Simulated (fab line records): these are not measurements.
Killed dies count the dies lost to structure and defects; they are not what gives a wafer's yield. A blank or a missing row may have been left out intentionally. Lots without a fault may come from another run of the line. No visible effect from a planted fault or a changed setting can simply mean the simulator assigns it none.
Which of the tools did it? || flow n5 finfet || 24 wafers from 8 lots sampled at 5 of the route's 1938 steps

== WHAT THE GAUGES READ, wafer by wafer ==
N5_BEOL_M4_RC_MEAS_101. Usual: DIBL_N 37.1 mV/V, standard deviation 1.8; DIBL_P 37.2 mV/V, standard deviation 2.1; IOFF_N 0.17 nA/um, standard deviation 0.033; IOFF_P 0.22 nA/um, standard deviation 0.037; ION_N 680 uA/um, standard deviation 11; ION_P 464 uA/um, standard deviation 7.7; SS_N 71.7 mV/dec, standard deviation 0.63; SS_P 73.6 mV/dec, standard deviation 0.67; VT_N 248.9 mV, standard deviation 2.9; VT_P -251 mV, standard deviation 3.6.
{"lot": "L742", "measured": "day 9 01:41", "on": "prober-02", "DIBL_N (mV/V)": "37.2 34.4 36.1", "DIBL_P (mV/V)": "37.9 34.7 36.9", "IOFF_N (nA/um)": "0.19 0.15 0.16", "IOFF_P (nA/um)": "0.27 0.20 0.24", "ION_N (uA/um)": "674 675 679", "ION_P (uA/um)": "466 464 473", "SS_N (mV/dec)": "71.7 72.2 72.1", "SS_P (mV/dec)": "73.9 72.8 74.3", "VT_N (mV)": "244.5 250.0 250.0", "VT_P (mV)": "-245 -248 -245", "flag": ""}
{"lot": "L744", "measured": "day 8 22:56", "on": "prober-02", "DIBL_N (mV/V)": "38.7 35.8 34.1", "DIBL_P (mV/V)": "40.6 36.7 33.8", "IOFF_N (nA/um)": "0.22 0.14 0.12", "IOFF_P (nA/um)": "0.26 0.18 0.15", "ION_N (uA/um)": "701 676 667", "ION_P (uA/um)": "473 455 454", "SS_N (mV/dec)": "72.0 71.4 71.0", "SS_P (mV/dec)": "74.6 73.2 72.5", "VT_N (mV)": "242.9 251.4 251.3", "VT_P (mV)": "-248 -256 -256", "flag": ""}
{"lot": "L741", "measured": "day 9 21:03", "on": "prober-02", "DIBL_N (mV/V)": "37.9 38.6 38.9", "DIBL_P (mV/V)": "37.9 38.6 40.7", "IOFF_N (nA/um)": "0.17 0.19 0.21", "IOFF_P (nA/um)": "0.20 0.22 0.26", "ION_N (uA/um)": "671 677 713", "ION_P (uA/um)": "454 459 480", "SS_N (mV/dec)": "72.0 72.0 71.7", "SS_P (mV/dec)": "73.3 73.4 73.4", "VT_N (mV)": "250.8 247.7 244.9", "VT_P (mV)": "-250 -249 -249", "flag": ""}
{"lot": "L749", "measured": "day 10 03:49", "on": "prober-01", "DIBL_N (mV/V)": "37.7 37.6 34.5", "DIBL_P (mV/V)": "37.9 37.6 35.4", "IOFF_N (nA/um)": "0.15 0.16 0.11", "IOFF_P (nA/um)": "0.19 0.18 0.15", "ION_N (uA/um)": "665 673 655", "ION_P (uA/um)": "458 454 452", "SS_N (mV/dec)": "71.3 71.9 70.6", "SS_P (mV/dec)": "74.0 72.9 73.1", "VT_N (mV)": "251.8 252.4 255.9", "VT_P (mV)": "-255 -257 -258", "flag": ""}
{"lot": "L758", "measured": "day 12 22:01", "on": "prober-01", "DIBL_N (mV/V)": "36.6 35.4 39.7", "DIBL_P (mV/V)": "36.0 34.3 38.6", "IOFF_N (nA/um)": "0.15 0.13 0.21", "IOFF_P (nA/um)": "0.20 0.18 0.24", "ION_N (uA/um)": "673 687 671", "ION_P (uA/um)": "461 472 455", "SS_N (mV/dec)": "71.4 71.3 72.8", "SS_P (mV/dec)": "73.1 73.1 73.6", "VT_N (mV)": "251.9 251.6 248.7", "VT_P (mV)": "-249 -252 -250", "flag": ""}
{"lot": "L761", "measured": "day 14 01:49", "on": "prober-02", "DIBL_N (mV/V)": "35.7 35.8 37.6", "DIBL_P (mV/V)": "35.8 34.0 37.0", "IOFF_N (nA/um)": "0.15 0.15 0.17", "IOFF_P (nA/um)": "0.21 0.19 0.22", "ION_N (uA/um)": "669 673 674", "ION_P (uA/um)": "465 461 468", "SS_N (mV/dec)": "71.6 72.0 72.0", "SS_P (mV/dec)": "73.1 72.5 73.2", "VT_N (mV)": "250.2 251.8 251.1", "VT_P (mV)": "-251 -252 -249", "flag": ""}
{"lot": "L763", "measured": "day 14 10:52", "on": "prober-02", "DIBL_N (mV/V)": "39.5 40.7 37.4", "DIBL_P (mV/V)": "39.0 38.9 35.8", "IOFF_N (nA/um)": "0.18 0.21 0.16", "IOFF_P (nA/um)": "0.24 0.24 0.20", "ION_N (uA/um)": "664 678 680", "ION_P (uA/um)": "463 461 461", "SS_N (mV/dec)": "71.9 73.2 71.3", "SS_P (mV/dec)": "73.9 74.5 73.8", "VT_N (mV)": "249.3 247.9 250.8", "VT_P (mV)": "-248 -247 -250", "flag": ""}
{"lot": "L764", "measured": "day 14 13:47", "on": "prober-02", "DIBL_N (mV/V)": "40.8 35.2 37.1", "DIBL_P (mV/V)": "40.8 34.0 36.9", "IOFF_N (nA/um)": "0.27 0.13 0.18", "IOFF_P (nA/um)": "0.34 0.20 0.25", "ION_N (uA/um)": "703 677 679", "ION_P (uA/um)": "477 463 467", "SS_N (mV/dec)": "73.1 72.0 71.7", "SS_P (mV/dec)": "74.0 72.0 73.6", "VT_N (mV)": "242.1 251.3 248.0", "VT_P (mV)": "-241 -248 -244", "flag": ""}

== WHICH TOOL RAN EACH LOT (tool, then ch and the chambers of the sampled wafers, then the start) ==
{"lot": "L742", "N5_BEOL_M3_STRIP_66": "rie diel-02 ch 0,1,3, day 8 01:04", "N5_BEOL_M3_ETCH_77": "rie diel-06 ch 0,2, day 8 01:53", "N5_BEOL_M3_ETCH_69": "rie diel-06 ch 0,2, day 8 01:54", "N5_BEOL_M3_ALD_98": "ald sin-02 ch 0,1, day 8 01:59"}
{"lot": "L744", "N5_BEOL_M3_STRIP_66": "rie diel-06 ch 1,2, day 8 01:50", "N5_BEOL_M3_ETCH_77": "rie diel-06 ch 2,3, day 8 03:31", "N5_BEOL_M3_ETCH_69": "rie diel-06 ch 2,3, day 8 03:32", "N5_BEOL_M3_ALD_98": "ald sin-03 ch 1,3, day 8 03:37"}
{"lot": "L741", "N5_BEOL_M3_STRIP_66": "rie diel-04 ch 1,3, day 8 19:07", "N5_BEOL_M3_ETCH_77": "rie diel-06 ch 0,2,3, day 8 19:49", "N5_BEOL_M3_ETCH_69": "rie diel-06 ch 0,2,3, day 8 19:50", "N5_BEOL_M3_ALD_98": "ald sin-02 ch 0,2,3, day 8 19:55"}
{"lot": "L749", "N5_BEOL_M3_STRIP_66": "rie diel-06 ch 0,3, day 9 06:03", "N5_BEOL_M3_ETCH_77": "rie diel-02 ch 0,2,3, day 9 07:10", "N5_BEOL_M3_ETCH_69": "rie diel-02 ch 0,2,3, day 9 07:11", "N5_BEOL_M3_ALD_98": "ald sin-02 ch 0,2,3, day 9 07:16"}
{"lot": "L758", "N5_BEOL_M3_STRIP_66": "rie diel-06 ch 1,2, day 12 00:52", "N5_BEOL_M3_ETCH_77": "rie diel-06 ch 0,2,3, day 12 01:43", "N5_BEOL_M3_ETCH_69": "rie diel-06 ch 0,2,3, day 12 01:43", "N5_BEOL_M3_ALD_98": "ald sin-03 ch 0,1,2, day 12 01:48"}
{"lot": "L761", "N5_BEOL_M3_STRIP_66": "rie diel-06 ch 1,2, day 12 18:40", "N5_BEOL_M3_ETCH_77": "rie diel-02 ch 1,2, day 12 19:37", "N5_BEOL_M3_ETCH_69": "rie diel-02 ch 1,2, day 12 19:38", "N5_BEOL_M3_ALD_98": "ald sin-01 ch 0,1, day 12 19:43"}
{"lot": "L763", "N5_BEOL_M3_STRIP_66": "rie diel-04 ch 1,2,3, day 12 23:08", "N5_BEOL_M3_ETCH_77": "rie diel-04 ch 0,1,2, day 12 23:50", "N5_BEOL_M3_ETCH_69": "rie diel-04 ch 0,1,2, day 12 23:52", "N5_BEOL_M3_ALD_98": "ald sin-01 ch 0,1,3, day 13 00:03"}
{"lot": "L764", "N5_BEOL_M3_STRIP_66": "rie diel-06 ch 0,1,3, day 13 02:49", "N5_BEOL_M3_ETCH_77": "rie diel-02 ch 0,2, day 13 03:43", "N5_BEOL_M3_ETCH_69": "rie diel-02 ch 0,2, day 13 03:44", "N5_BEOL_M3_ALD_98": "ald sin-02 ch 0,2,3, day 13 03:49"}
- N5_BEOL_M3_STRIP_66: strips in CF4.
- N5_BEOL_M3_ETCH_77: etches underlayer in N2/H2, target depth 6.5 nm, time 5.2 s.
- N5_BEOL_M3_ETCH_69: etches SiARC in CF4, target depth 15.6 nm, time 26 s.
- N5_BEOL_M3_ALD_98: deposits SiO2, target thk 2.5 nm, pulse time 1 s, co reactant pulse time 1 s.

== WHAT THE TOOLS THEMSELVES READ (means of the sampled wafers that have a number; where no wafer has one, the mark that the record gives instead) ==
N5_BEOL_M3_STRIP_66. Usual: drypump motor current A 5.9 A, standard deviation 0.34; oes product au 0.80 a.u., standard deviation 0.09; rf vpp V 271.4 V, standard deviation 1.7; showerhead plenum p Torr 1.81 Torr, standard deviation 0.065; throttle valve pct 13.55 %, standard deviation 0.23.
{"lot": "L742", "tool": "rie diel-02", "drypump motor current A (A)": 6.1, "oes product au (a.u.)": 0.79, "rf vpp V (V)": 270.4, "showerhead plenum p Torr (Torr)": 1.78, "throttle valve pct (%)": 13.64, "flag": ""}
{"lot": "L744", "tool": "rie diel-06", "drypump motor current A (A)": 5.9, "oes product au (a.u.)": 0.73, "rf vpp V (V)": 272.9, "showerhead plenum p Torr (Torr)": 1.82, "throttle valve pct (%)": 13.51, "flag": ""}
{"lot": "L741", "tool": "rie diel-04", "drypump motor current A (A)": 5.7, "oes product au (a.u.)": 0.72, "rf vpp V (V)": 270.5, "showerhead plenum p Torr (Torr)": 1.79, "throttle valve pct (%)": 13.65, "flag": ""}
{"lot": "L749", "tool": "rie diel-06", "drypump motor current A (A)": 5.8, "oes product au (a.u.)": 0.84, "rf vpp V (V)": 270.4, "showerhead plenum p Torr (Torr)": 1.77, "throttle valve pct (%)": 13.54, "flag": ""}
{"lot": "L758", "tool": "rie diel-06", "drypump motor current A (A)": 5.9, "oes product au (a.u.)": 0.80, "rf vpp V (V)": 273.4, "showerhead plenum p Torr (Torr)": 1.88, "throttle valve pct (%)": 13.40, "flag": ""}
{"lot": "L761", "tool": "rie diel-06", "drypump motor current A (A)": 5.9, "oes product au (a.u.)": 0.79, "rf vpp V (V)": 273.1, "showerhead plenum p Torr (Torr)": 1.88, "throttle valve pct (%)": 13.40, "flag": ""}
{"lot": "L763", "tool": "rie diel-04", "drypump motor current A (A)": 5.5, "oes product au (a.u.)": 0.83, "rf vpp V (V)": 271.0, "showerhead plenum p Torr (Torr)": 1.82, "throttle valve pct (%)": 13.47, "flag": ""}
{"lot": "L764", "tool": "rie diel-06", "drypump motor current A (A)": 5.8, "oes product au (a.u.)": 0.85, "rf vpp V (V)": 271.9, "showerhead plenum p Torr (Torr)": 1.82, "throttle valve pct (%)": 13.48, "flag": ""}

N5_BEOL_M3_ETCH_77. Usual: drypump motor current A 5.9 A, standard deviation 0.35; etch rf on time s 5.25 s, standard deviation 0.16; h2 flow sccm 200.0 sccm, standard deviation 0.64; oes product au 0.69 a.u., standard deviation 0.083; rf vpp V 524.4 V, standard deviation 2.7; showerhead plenum p Torr 2.56 Torr, standard deviation 0.093; throttle valve pct 17.89 %, standard deviation 0.27.
{"lot": "L742", "tool": "rie diel-06", "drypump motor current A (A)": 5.9, "etch rf on time s (s)": 5.14, "h2 flow sccm (sccm)": 200.7, "oes product au (a.u.)": 0.73, "rf vpp V (V)": 526.8, "showerhead plenum p Torr (Torr)": 2.61, "throttle valve pct (%)": 17.45, "flag": ""}
{"lot": "L744", "tool": "rie diel-06", "drypump motor current A (A)": 5.9, "etch rf on time s (s)": 5.38, "h2 flow sccm (sccm)": 200.5, "oes product au (a.u.)": 0.66, "rf vpp V (V)": 526.1, "showerhead plenum p Torr (Torr)": 2.60, "throttle valve pct (%)": 17.82, "flag": ""}
{"lot": "L741", "tool": "rie diel-06", "drypump motor current A (A)": 5.9, "etch rf on time s (s)": 5.29, "h2 flow sccm (sccm)": 200.1, "oes product au (a.u.)": 0.70, "rf vpp V (V)": 523.7, "showerhead plenum p Torr (Torr)": 2.58, "throttle valve pct (%)": 17.77, "flag": ""}
{"lot": "L749", "tool": "rie diel-02", "drypump motor current A (A)": 5.9, "etch rf on time s (s)": 5.32, "h2 flow sccm (sccm)": 200.3, "oes product au (a.u.)": 0.71, "rf vpp V (V)": 524.5, "showerhead plenum p Torr (Torr)": 2.53, "throttle valve pct (%)": 17.86, "flag": ""}
{"lot": "L758", "tool": "rie diel-06", "drypump motor current A (A)": 5.9, "etch rf on time s (s)": 5.22, "h2 flow sccm (sccm)": 206.7, "oes product au (a.u.)": 0.67, "rf vpp V (V)": 524.8, "showerhead plenum p Torr (Torr)": 2.59, "throttle valve pct (%)": 18.02, "flag": "OFF"}
{"lot": "L761", "tool": "rie diel-02", "drypump motor current A (A)": 5.5, "etch rf on time s (s)": 5.37, "h2 flow sccm (sccm)": 200.1, "oes product au (a.u.)": 0.69, "rf vpp V (V)": 524.5, "showerhead plenum p Torr (Torr)": 2.57, "throttle valve pct (%)": 18.00, "flag": ""}
{"lot": "L763", "tool": "rie diel-04", "drypump motor current A (A)": 5.8, "etch rf on time s (s)": 5.08, "h2 flow sccm (sccm)": 199.9, "oes product au (a.u.)": 0.77, "rf vpp V (V)": 525.5, "showerhead plenum p Torr (Torr)": 2.63, "throttle valve pct (%)": 17.85, "flag": ""}
{"lot": "L764", "tool": "rie diel-02", "drypump motor current A (A)": 6.1, "etch rf on time s (s)": 5.21, "h2 flow sccm (sccm)": 200.0, "oes product au (a.u.)": 0.80, "rf vpp V (V)": 527.3, "showerhead plenum p Torr (Torr)": 2.66, "throttle valve pct (%)": 17.73, "flag": ""}

N5_BEOL_M3_ETCH_69. Usual: drypump motor current A 5.9 A, standard deviation 0.35; etch rf on time s 26.3 s, standard deviation 0.77; mfc ar sccm 100.0 sccm, standard deviation 0.31; oes product au 0.69 a.u., standard deviation 0.083; rf vpp V 184.2 V, standard deviation 1.2; showerhead plenum p Torr 2.16 Torr, standard deviation 0.074; throttle valve pct 15.60 %, standard deviation 0.23.
{"lot": "L742", "tool": "rie diel-06", "drypump motor current A (A)": 5.8, "etch rf on time s (s)": 25.5, "mfc ar sccm (sccm)": 99.9, "oes product au (a.u.)": 0.74, "rf vpp V (V)": 184.3, "showerhead plenum p Torr (Torr)": 2.21, "throttle valve pct (%)": 15.26, "flag": ""}
{"lot": "L744", "tool": "rie diel-06", "drypump motor current A (A)": 5.9, "etch rf on time s (s)": 26.8, "mfc ar sccm (sccm)": 99.7, "oes product au (a.u.)": 0.66, "rf vpp V (V)": 184.4, "showerhead plenum p Torr (Torr)": 2.18, "throttle valve pct (%)": 15.47, "flag": ""}
{"lot": "L741", "tool": "rie diel-06", "drypump motor current A (A)": 5.8, "etch rf on time s (s)": 26.2, "mfc ar sccm (sccm)": 100.0, "oes product au (a.u.)": 0.71, "rf vpp V (V)": 184.4, "showerhead plenum p Torr (Torr)": 2.17, "throttle valve pct (%)": 15.46, "flag": ""}
{"lot": "L749", "tool": "rie diel-02", "drypump motor current A (A)": 5.9, "etch rf on time s (s)": 26.7, "mfc ar sccm (sccm)": 100.0, "oes product au (a.u.)": 0.70, "rf vpp V (V)": 183.9, "showerhead plenum p Torr (Torr)": 2.13, "throttle valve pct (%)": 15.59, "flag": ""}
{"lot": "L758", "tool": "rie diel-06", "drypump motor current A (A)": 5.9, "etch rf on time s (s)": 26.4, "mfc ar sccm (sccm)": 100.2, "oes product au (a.u.)": 0.68, "rf vpp V (V)": 184.4, "showerhead plenum p Torr (Torr)": 2.16, "throttle valve pct (%)": 15.50, "flag": ""}
{"lot": "L761", "tool": "rie diel-02", "drypump motor current A (A)": 5.5, "etch rf on time s (s)": 27.3, "mfc ar sccm (sccm)": 99.8, "oes product au (a.u.)": 0.68, "rf vpp V (V)": 185.1, "showerhead plenum p Torr (Torr)": 2.16, "throttle valve pct (%)": 15.65, "flag": ""}
{"lot": "L763", "tool": "rie diel-04", "drypump motor current A (A)": 5.8, "etch rf on time s (s)": 25.7, "mfc ar sccm (sccm)": 99.6, "oes product au (a.u.)": 0.77, "rf vpp V (V)": 184.6, "showerhead plenum p Torr (Torr)": 2.21, "throttle valve pct (%)": 15.56, "flag": ""}
{"lot": "L764", "tool": "rie diel-02", "drypump motor current A (A)": 6.1, "etch rf on time s (s)": 25.8, "mfc ar sccm (sccm)": 100.1, "oes product au (a.u.)": 0.81, "rf vpp V (V)": 184.6, "showerhead plenum p Torr (Torr)": 2.24, "throttle valve pct (%)": 15.42, "flag": ""}

N5_BEOL_M3_ALD_98. Usual: heater power w 77 W, standard deviation 6.1; precursor pulse height rel 0.999, standard deviation 0.02.
{"lot": "L742", "tool": "ald sin-02", "heater power w (W)": 80, "precursor pulse height rel": 0.980, "flag": ""}
{"lot": "L744", "tool": "ald sin-03", "heater power w (W)": 77, "precursor pulse height rel": 0.972, "flag": ""}
{"lot": "L741", "tool": "ald sin-02", "heater power w (W)": 84, "precursor pulse height rel": 0.999, "flag": ""}
{"lot": "L749", "tool": "ald sin-02", "heater power w (W)": 84, "precursor pulse height rel": 1.007, "flag": ""}
{"lot": "L758", "tool": "ald sin-03", "heater power w (W)": 73, "precursor pulse height rel": 0.991, "flag": ""}
{"lot": "L761", "tool": "ald sin-01", "heater power w (W)": 78, "precursor pulse height rel": 1.004, "flag": ""}
{"lot": "L763", "tool": "ald sin-01", "heater power w (W)": 75, "precursor pulse height rel": 0.997, "flag": ""}
{"lot": "L764", "tool": "ald sin-02", "heater power w (W)": 84, "precursor pulse height rel": 1.003, "flag": ""}

== THE ANSWER, worked out from the rows above alone ==
Rule: a lot is off if the mean of its wafers that have a number lies more than 3 standard deviations from the usual mean. Also off: a lot with no number at a reading for which 4 or more lots have one. Where the step has rows for the other lots, those lots are counted as sound. First the gauges in route order, then the tools' own readings, where a lot's mean is used as printed above. At the first step where some lot is off, the reading lying furthest off is the one used; lots without a number count as furthest.
Off, at N5_BEOL_M3_ETCH_77 on h2 flow sccm: L758.
If a tool, at that step or one of the process steps before it, ran each lot that is off and ran no sound lot following the first of them, it fits. One candidate fits, namely rie diel-06 at N5_BEOL_M3_ETCH_77. Its last sound lot is L741 (day 8 19:49), its first lot that is off L758 (day 12 01:43): a fault that began between those two fits.
On the lots that are off, the tool's own readings at N5_BEOL_M3_ETCH_77 differ by more than 5 times the standard deviation of the sound lots' means, which bears it out; h2 flow sccm reads 206.7 sccm there versus 200.2 sccm on the sound lots.

== WHAT THE SIMULATOR HAD PUT IN ==
rie diel-06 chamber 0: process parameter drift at N5_BEOL_M3_ETCH_77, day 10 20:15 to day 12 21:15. The setting h2 flow sccm was moved by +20, starting from 200. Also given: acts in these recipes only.
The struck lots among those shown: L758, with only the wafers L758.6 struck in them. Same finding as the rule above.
